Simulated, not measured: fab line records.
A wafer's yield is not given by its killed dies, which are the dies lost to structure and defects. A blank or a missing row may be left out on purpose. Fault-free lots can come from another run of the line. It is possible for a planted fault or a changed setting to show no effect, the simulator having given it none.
fab line records ; flow nand_harc
record: lots: 6; wafers: 18; last_day: 33
route steps=1302 shown A_ONON_D2@552 END@1302
lots that met no fault: taken from a fault-free run of the same line
start_h: the number of hours between the record's first day and the start of the first shown wafer of the lot ; wait_h: hours elapsed since this lot's preceding step ; " identical to the entry in the row above ; L1.1+2: a row that stands for several wafers ; - no value, or no start was given ; * or withheld: withheld ; < > ~ a bound
route shown NAME@n: names a module that has steps shown in the file, with the first one's number in the route ; usual: mean and standard deviation over wafers with no fault ; same: alike in all rows ; chamber/n: place in a boat ; sites: per-site readings ; _std_site: the standard deviation of these ; _edge_site: mean of outer sites minus mean of inner sites ; radius_mm: how far each site lies from the wafer's centre ; mask NAME#n: copy n ; behind: the last tool/chamber to shape the wafer ; hold: cause of the lot's hold/its duration in hours/its outcome ; device: the transistor (n, p or np) that didn't switch ; end of line: tests run on the same wafers once the route is complete ; a step with no rows: only its recipe ; killed: dies lost to structure and defects at the first sort, not the wafer's yield ; map: per-die view of a wafer (x killed, . not killed, _ where there is no die)
set.NAME: setting as actually run; set.NAME@STEP: the setting as run at that earlier step ; model.NAME: the simulator's own value behind a step, which no gauge read
a table for each step, a row for each wafer; lots at some steps of the route
services: the hour from which a tool's chamber was out of use, counted from the record's first day as start_h (under 0 if before that day), plus the number of hours and why
== steps ==
step: NHARC_A_ONON_D2_THK_MEAS_11
recipe: thk_meas_gauge: ellipsometry
usual: thk_nm: 1001/9.5
lot.wafer;tool;chamber;start_h;wait_h;thk_nm
L935.3;film_metro-01;-;321.51;-;1008
L935.4;film_metro-01;-;321.51;-;1008
L935.6;film_metro-01;-;321.51;-;1010
L937.2;film_metro-02;-;342.55;-;990
L937.3;film_metro-02;-;342.55;-;992
L937.5;film_metro-02;-;342.55;-;992
L939.3;film_metro-01;-;354.14;-;998
L939.5;film_metro-01;-;354.14;-;998
L939.6;film_metro-01;-;354.14;-;997
L950.2;film_metro-02;-;472.91;-;990
L950.3;film_metro-02;-;472.91;-;988
L950.4;film_metro-02;-;472.91;-;989
L952.1;film_metro-02;-;484.87;-;982
L952.2;film_metro-02;-;484.87;-;981
L952.6;film_metro-02;-;484.87;-;984
L951.1;film_metro-01;-;486.97;-;990
L951.4;film_metro-01;-;486.97;-;990
L951.6;film_metro-01;-;486.97;-;987
step: NHARC_A_ONON_D2_DEP_12
recipe: target_thk_a: 10000; n2_flow_sccm: 2750; n2o_flow_sccm: 2000; nh3_flow_sccm: 500; sih4_flow_sccm: 210; temp_c: 400
step: NHARC_A_ONON_D2_THK_MEAS_14
recipe: thk_meas_gauge: ellipsometry
usual: thk_nm: 996/7.8
lot.wafer;tool;chamber;start_h;wait_h;thk_nm
L935.3;film_metro-02;-;322.09;-;1005
L935.4;film_metro-02;-;322.09;-;1007
L935.6;film_metro-02;-;322.09;-;1007
L937.2;film_metro-01;-;343.12;-;996
L937.3;film_metro-01;-;343.12;-;994
L937.5;film_metro-01;-;343.12;-;996
L939.3;film_metro-01;-;354.71;-;994
L939.5;film_metro-01;-;354.71;-;991
L939.6;film_metro-01;-;354.71;-;992
L950.2;film_metro-01;-;473.48;-;1008
L950.3;film_metro-01;-;473.48;-;1007
L950.4;film_metro-01;-;473.48;-;1006
L952.1;film_metro-02;-;485.44;-;977
L952.2;film_metro-02;-;485.44;-;976
L952.6;film_metro-02;-;485.44;-;978
L951.1;film_metro-01;-;487.54;-;996
L951.4;film_metro-01;-;487.54;-;1000
L951.6;film_metro-01;-;487.54;-;998
step: NHARC_A_ONON_D2_ANNEAL_15
recipe: temp_c: 750; time_s: 3600
step: NHARC_A_ONON_D2_DEP_16
recipe: target_thk_a: 10000; n2_flow_sccm: 2750; n2o_flow_sccm: 2000; nh3_flow_sccm: 500; sih4_flow_sccm: 210; temp_c: 400
step: NHARC_A_ONON_D2_THK_MEAS_18
recipe: thk_meas_gauge: ellipsometry
usual: thk_nm: 996/8.2
lot.wafer;tool;chamber;start_h;wait_h;thk_nm
L935.3;film_metro-01;-;329.85;-;998
L935.4;film_metro-01;-;329.85;-;998
L935.6;film_metro-01;-;329.85;-;998
L937.2;film_metro-02;-;351.09;-;993
L937.3;film_metro-02;-;351.09;-;993
L937.5;film_metro-02;-;351.09;-;993
L939.3;film_metro-01;-;362.85;-;985
L939.5;film_metro-01;-;362.85;-;986
L939.6;film_metro-01;-;362.85;-;986
L950.2;film_metro-02;-;481.19;-;1008
L950.3;film_metro-02;-;481.19;-;1007
L950.4;film_metro-02;-;481.19;-;1008
L951.1;film_metro-02;-;492.75;-;1003
L951.4;film_metro-02;-;492.75;-;1004
L951.6;film_metro-02;-;492.75;-;1004
L952.1;film_metro-01;-;492.76;-;1005
L952.2;film_metro-01;-;492.76;-;1006
L952.6;film_metro-01;-;492.76;-;1006
step: NHARC_A_ONON_D2_DEP_19
recipe: target_thk_a: 10000; n2_flow_sccm: 2750; n2o_flow_sccm: 2000; nh3_flow_sccm: 500; sih4_flow_sccm: 210; temp_c: 400
step: NHARC_A_ONON_D2_THK_MEAS_21
recipe: thk_meas_gauge: ellipsometry
usual: thk_nm: 1001/9.5
lot.wafer;tool;chamber;start_h;wait_h;thk_nm
L935.3;film_metro-02;-;330.41;-;1009
L935.4;film_metro-02;-;330.41;-;1011
L935.6;film_metro-02;-;330.41;-;1009
L937.2;film_metro-02;-;351.66;-;998
L937.3;film_metro-02;-;351.66;-;999
L937.5;film_metro-02;-;351.66;-;1000
L939.3;film_metro-02;-;363.41;-;1001
L939.5;film_metro-02;-;363.41;-;1000
L939.6;film_metro-02;-;363.41;-;1002
L950.2;film_metro-01;-;481.75;-;984
L950.3;film_metro-01;-;481.75;-;983
L950.4;film_metro-01;-;481.75;-;982
L951.1;film_metro-01;-;493.38;-;1005
L951.4;film_metro-01;-;493.38;-;1005
L951.6;film_metro-01;-;493.38;-;1005
L952.1;film_metro-02;-;493.60;-;1018
L952.2;film_metro-02;-;493.60;-;1018
L952.6;film_metro-02;-;493.60;-;1018
step: NHARC_A_ONON_D2_DEP_22
recipe: target_thk_a: 10000; n2_flow_sccm: 2750; n2o_flow_sccm: 2000; nh3_flow_sccm: 500; sih4_flow_sccm: 210; temp_c: 400
step: NHARC_A_ONON_D2_THK_MEAS_24
recipe: thk_meas_gauge: ellipsometry
usual: thk_nm: 1000/13
lot.wafer;tool;chamber;start_h;wait_h;thk_nm
L935.3;film_metro-01;-;330.98;-;1021
L935.4;film_metro-01;-;330.98;-;1020
L935.6;film_metro-01;-;330.98;-;1019
L937.2;film_metro-01;-;352.23;-;984
L937.3;film_metro-01;-;352.23;-;985
L937.5;film_metro-01;-;352.23;-;983
L939.3;film_metro-01;-;363.98;-;1020
L939.5;film_metro-01;-;363.98;-;1020
L939.6;film_metro-01;-;363.98;-;1022
L950.2;film_metro-01;-;482.32;-;1001
L950.3;film_metro-01;-;482.32;-;1000
L950.4;film_metro-01;-;482.32;-;999
L951.1;film_metro-02;-;494.08;-;993
L951.4;film_metro-02;-;494.08;-;990
L951.6;film_metro-02;-;494.08;-;991
L952.1;film_metro-01;-;494.30;-;988
L952.2;film_metro-01;-;494.30;-;989
L952.6;film_metro-01;-;494.30;-;989
step: NHARC_A_ONON_D2_DEP_25
recipe: target_thk_a: 10000; n2_flow_sccm: 2750; n2o_flow_sccm: 2000; nh3_flow_sccm: 500; sih4_flow_sccm: 210; temp_c: 400
step: NHARC_A_ONON_D2_THK_MEAS_27
recipe: thk_meas_gauge: ellipsometry
usual: thk_nm: 1003/11
lot.wafer;tool;chamber;start_h;wait_h;thk_nm
L935.3;film_metro-02;-;331.55;-;1022
L935.4;film_metro-02;-;331.55;-;1020
L935.6;film_metro-02;-;331.55;-;1019
L937.2;film_metro-01;-;352.80;-;1003
L937.3;film_metro-01;-;352.80;-;1005
L937.5;film_metro-01;-;352.80;-;1004
L939.3;film_metro-02;-;364.54;-;1005
L939.5;film_metro-02;-;364.54;-;1007
L939.6;film_metro-02;-;364.54;-;1006
L950.2;film_metro-02;-;482.88;-;995
L950.3;film_metro-02;-;482.88;-;993
L950.4;film_metro-02;-;482.88;-;994
L951.1;film_metro-01;-;494.78;-;997
L951.4;film_metro-01;-;494.78;-;996
L951.6;film_metro-01;-;494.78;-;998
L952.1;film_metro-01;-;495.00;-;995
L952.2;film_metro-01;-;495.00;-;993
L952.6;film_metro-01;-;495.00;-;994
step: NHARC_A_ONON_D2_DEP_28
recipe: target_thk_a: 10000; n2_flow_sccm: 2750; n2o_flow_sccm: 2000; nh3_flow_sccm: 500; sih4_flow_sccm: 210; temp_c: 400
lot.wafer;tool;chamber;start_h;wait_h
L935.3+4+6;pecvd_onon-01;0;331.72;0.2
L937.2+3+5;pecvd_onon-02;0;352.91;0.1
L939.3+5+6;pecvd_onon-02;0;364.71;0.2
L950.2+3+4;pecvd_onon-04;0;483.00;0.1
L951.1+4+6;pecvd_onon-02;0;494.84;0.1
L952.1+2+6;pecvd_onon-01;0;495.06;0.1
step: NHARC_A_ONON_D2_THK_MEAS_30
recipe: thk_meas_gauge: ellipsometry
usual: thk_nm: 1000/9.3
lot.wafer;tool;chamber;start_h;wait_h;thk_nm
L935.3;film_metro-01;-;332.11;-;1004
L935.4;film_metro-01;-;332.11;-;1005
L935.6;film_metro-01;-;332.11;-;1007
L937.2;film_metro-01;-;353.36;-;1501
L937.3;film_metro-01;-;353.36;-;1500
L937.5;film_metro-01;-;353.36;-;1499
L939.3;film_metro-01;-;365.10;-;1486
L939.5;film_metro-01;-;365.10;-;1484
L939.6;film_metro-01;-;365.10;-;1484
L950.2;film_metro-02;-;483.45;-;1026
L950.3;film_metro-02;-;483.45;-;1023
L950.4;film_metro-02;-;483.45;-;1023
L951.1;film_metro-01;-;495.35;-;1005
L951.4;film_metro-01;-;495.35;-;1003
L951.6;film_metro-01;-;495.35;-;1006
L952.1;film_metro-02;-;495.57;-;998
L952.2;film_metro-02;-;495.57;-;998
L952.6;film_metro-02;-;495.57;-;999
step: NHARC_A_ONON_D2_DEP_33
recipe: target_thk_a: 2000; temp_c: 400; pressure_torr: 6.5; rf_w: 900; teos_flow_sccm: 161.4; flow_sccm: 2650; target_thk_nm: 200; gas: O2; material: SiO2
usual: heater_power_w: 611/110; throttle_valve_pct: 16.1/0.52
lot.wafer;tool;chamber;start_h;wait_h;heater_power_w;throttle_valve_pct
L935.3;pecvd-02;1;332.21;0.1;699;16.0
L935.4;pecvd-02;1;332.21;0.1;712;16.1
L935.6;pecvd-02;2;332.21;0.1;779;16.4
L937.3;pecvd-02;2;353.46;0.1;662;16.4
L937.2;pecvd-02;0;353.46;0.1;474;15.5
L937.5;pecvd-02;1;353.46;0.1;717;15.9
L939.3;pecvd-02;0;365.29;0.2;521;15.4
L939.6;pecvd-02;2;365.29;0.2;808;16.4
L939.5;pecvd-02;1;365.29;0.2;743;15.9
L950.3;pecvd-04;0;483.51;0.1;618;16.4
L950.2;pecvd-04;1;483.51;0.1;547;15.7
L950.4;pecvd-04;1;483.51;0.1;411;15.7
L951.1;pecvd-03;0;495.50;0.1;597;16.9
L951.4;pecvd-03;2;495.50;0.1;530;15.3
L951.6;pecvd-03;0;495.50;0.1;594;16.9
L952.2;pecvd-02;2;495.67;0.1;711;16.5
L952.1;pecvd-02;0;495.67;0.1;516;15.6
L952.6;pecvd-02;0;495.67;0.1;534;15.3
step: NHARC_END_SORT_01
recipe: temp_c: 25
usual: killed_at_array: 59/20; killed_at_other: 0.8/1; killed_at_periphery: 3.2/2.1; killed_dies: 63/21; killed_open: 3.0/1.9; killed_short: 2.3/1.5
same: gross_dies: 677
lot.wafer;tool;chamber;start_h;wait_h;killed_at_array;killed_at_other;killed_at_periphery;killed_dies;killed_open;killed_short
L937.2;prober-01;0;638.29;2.8;676;0;1;677;4;3
L937.3;prober-01;0;639.08;3.1;674;0;3;677;1;1
L937.5;prober-01;0;640.68;3.7;673;1;3;677;1;3
L939.3;prober-02;0;639.10;3.1;673;0;4;677;0;4
L939.5;prober-02;0;640.68;3.7;675;0;2;677;2;0
L939.6;prober-02;0;641.47;3.9;674;0;3;677;4;0
killed by level:class
L937.2 A_ONON_D2:area_dep=607 A_SLIT:chamber_film_flake=31 A_CHANNEL_HOLE_D1:chamber_film_flake=10 A_CHANNEL_HOLE_D2:chamber_film_flake=7 A_CONTACT:chamber_film_flake=7 A_STAIRCASE:chamber_film_flake=2 A_WL_FILL:chamber_film_flake=2 A_SOURCE_PLATE:geometric_particle:open=1
L937.3 A_ONON_D2:area_dep=605 A_SLIT:chamber_film_flake=35 A_CHANNEL_HOLE_D2:chamber_film_flake=15 A_CONTACT:chamber_film_flake=6 A_STAIRCASE:chamber_film_flake=5 A_CHANNEL_HOLE_D1:chamber_film_flake=3 A_SGD_CUT:chamber_film_flake=3 P_CONTACT:geometric_particle:open=1
L939.3 A_ONON_D2:area_dep=602 A_SLIT:chamber_film_flake=34 A_CHANNEL_HOLE_D2:chamber_film_flake=19 A_CHANNEL_HOLE_D1:chamber_film_flake=7 A_STAIRCASE:chamber_film_flake=4 A_CHANNEL_FILL_D2:geometric_particle:short=2 A_WL_FILL:geometric_particle:short=2 P_M2:chamber_film_flake=2
L937.5 A_ONON_D2:area_dep=616 A_SLIT:chamber_film_flake=30 A_CHANNEL_HOLE_D2:chamber_film_flake=7 A_CONTACT:chamber_film_flake=7 A_CHANNEL_HOLE_D1:chamber_film_flake=4 A_SGD_CUT:chamber_film_flake=4 A_WL_FILL:chamber_film_flake=2 P_M0:geometric_particle:short=1
L939.5 A_ONON_D2:area_dep=613 A_SLIT:chamber_film_flake=33 A_CHANNEL_HOLE_D2:chamber_film_flake=17 A_CHANNEL_HOLE_D1:chamber_film_flake=7 A_CONTACT:chamber_film_flake=2 P_GATE:geometric_particle:open=1 A_CONTACT:geometric_particle:open=1 P_ZERO_WELL:chamber_film_flake=1
L939.6 A_ONON_D2:area_dep=597 A_SLIT:chamber_film_flake=35 A_CHANNEL_HOLE_D2:chamber_film_flake=27 A_ZERO_WELL:chamber_film_flake=4 A_CONTACT:chamber_film_flake=4 A_STAIRCASE:chamber_film_flake=3 P_CONTACT:geometric_particle:open=2 P_M0:geometric_particle:open=1
map L937.2 (x killed, . not)
____________x____________
_________xxxxxxx_________
_______xxxxxxxxxxx_______
______xxxxxxxxxxxxx______
_____xxxxxxxxxxxxxxx_____
____xxxxxxxxxxxxxxxxx____
____xxxxxxxxxxxxxxxxx____
___xxxxxxxxxxxxxxxxxxx___
___xxxxxxxxxxxxxxxxxxx___
__xxxxxxxxxxxxxxxxxxxxx__
__xxxxxxxxxxxxxxxxxxxxx__
_xxxxxxxxxxxxxxxxxxxxxxx_
_xxxxxxxxxxxxxxxxxxxxxxx_
_xxxxxxxxxxxxxxxxxxxxxxx_
_xxxxxxxxxxxxxxxxxxxxxxx_
_xxxxxxxxxxxxxxxxxxxxxxx_
xxxxxxxxxxxxxxxxxxxxxxxxx
xxxxxxxxxxxxxxxxxxxxxxxxx
xxxxxxxxxxxxxxxxxxxxxxxxx
xxxxxxxxxxxxxxxxxxxxxxxxx
xxxxxxxxxxxxxxxxxxxxxxxxx
_xxxxxxxxxxxxxxxxxxxxxxx_
_xxxxxxxxxxxxxxxxxxxxxxx_
_xxxxxxxxxxxxxxxxxxxxxxx_
_xxxxxxxxxxxxxxxxxxxxxxx_
_xxxxxxxxxxxxxxxxxxxxxxx_
__xxxxxxxxxxxxxxxxxxxxx__
__xxxxxxxxxxxxxxxxxxxxx__
___xxxxxxxxxxxxxxxxxxx___
___xxxxxxxxxxxxxxxxxxx___
____xxxxxxxxxxxxxxxxx____
____xxxxxxxxxxxxxxxxx____
_____xxxxxxxxxxxxxxx_____
______xxxxxxxxxxxxx______
_______xxxxxxxxxxx_______
_________xxxxxxx_________
____________x____________
map L939.3 (x killed, . not)
____________x____________
_________xxxxxxx_________
_______xxxxxxxxxxx_______
______xxxxxxxxxxxxx______
_____xxxxxxxxxxxxxxx_____
____xxxxxxxxxxxxxxxxx____
____xxxxxxxxxxxxxxxxx____
___xxxxxxxxxxxxxxxxxxx___
___xxxxxxxxxxxxxxxxxxx___
__xxxxxxxxxxxxxxxxxxxxx__
__xxxxxxxxxxxxxxxxxxxxx__
_xxxxxxxxxxxxxxxxxxxxxxx_
_xxxxxxxxxxxxxxxxxxxxxxx_
_xxxxxxxxxxxxxxxxxxxxxxx_
_xxxxxxxxxxxxxxxxxxxxxxx_
_xxxxxxxxxxxxxxxxxxxxxxx_
xxxxxxxxxxxxxxxxxxxxxxxxx
xxxxxxxxxxxxxxxxxxxxxxxxx
xxxxxxxxxxxxxxxxxxxxxxxxx
xxxxxxxxxxxxxxxxxxxxxxxxx
xxxxxxxxxxxxxxxxxxxxxxxxx
_xxxxxxxxxxxxxxxxxxxxxxx_
_xxxxxxxxxxxxxxxxxxxxxxx_
_xxxxxxxxxxxxxxxxxxxxxxx_
_xxxxxxxxxxxxxxxxxxxxxxx_
_xxxxxxxxxxxxxxxxxxxxxxx_
__xxxxxxxxxxxxxxxxxxxxx__
__xxxxxxxxxxxxxxxxxxxxx__
___xxxxxxxxxxxxxxxxxxx___
___xxxxxxxxxxxxxxxxxxx___
____xxxxxxxxxxxxxxxxx____
____xxxxxxxxxxxxxxxxx____
_____xxxxxxxxxxxxxxx_____
______xxxxxxxxxxxxx______
_______xxxxxxxxxxx_______
_________xxxxxxx_________
____________x____________
== services ==
tool;chamber;start_h;hours;kind
pecvd_onon-04;-;311.46;13.0;pm
pecvd_onon-02;-;327.18;0.1;repair
pecvd-03;-;366.14;13.0;pm
pecvd-03;0;366.14;13.0;vent_cycle
pecvd-03;1;366.14;13.0;vent_cycle
pecvd-03;2;366.14;13.0;vent_cycle
pecvd_onon-02;-;366.53;13.0;pm
pecvd-03;0;379.14;-;clean
pecvd-03;1;379.14;-;clean
pecvd-03;2;379.14;-;clean
pecvd-02;-;416.97;13.0;pm
pecvd-02;0;416.97;13.0;vent_cycle
pecvd-02;1;416.97;13.0;vent_cycle
pecvd-02;2;416.97;13.0;vent_cycle
pecvd-04;1;425.09;23.7;repair
pecvd-03;-;429.81;1.5;repair
pecvd-02;0;429.97;-;clean
pecvd-02;1;429.97;-;clean
pecvd-02;2;429.97;-;clean
pecvd-04;-;450.00;13.0;pm
pecvd_onon-01;-;450.00;13.0;pm
pecvd_onon-02;-;464.77;2.9;repair
pecvd-03;-;488.89;3.1;repair
pecvd_onon-04;-;492.60;13.0;pm
== key ==
first_sign: step: NHARC_A_ONON_D2_THK_MEAS_30; reading: thk_nm; direction: up; sigmas: 53; usual: 1000; struck: 1492
effect: step: NHARC_END_SORT_01; reading: killed_at_array; direction: up; sigmas: 30; usual: 59; struck: 674
more_kills_born_at: NHARC_A_ONON_D2_DEP_28@pecvd_onon-02: 3640
met_at NHARC_A_ONON_D2_DEP_28
struck_wafers L937.2,L937.3,L937.5,L939.3,L939.5,L939.6
later_rows_left_out L937.2,L937.3,L937.5,L939.3,L939.5,L939.6
tester_left_out L937,L939
fault: kind: process_parameter_drift; tool: pecvd_onon-02; chamber: -; onset_h: 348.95; steps: NHARC_A_ONON_D2_DEP_28; channel: target_thk_a; offset: *; shape: step; end_h: 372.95; acts_in: *; stated: *
tester_left_out: of these lots the tester's yield and bins aren't shown, on N5 and GAA mostly nor the transistor test; their killed dies are dies lost to structure and defects alone, not to doping, threshold or leakage, so they don't give the yield
later_rows_left_out: the simulator's readings of these wafers behind a module that went badly wrong aren't trusted and aren't shown, but for the sort
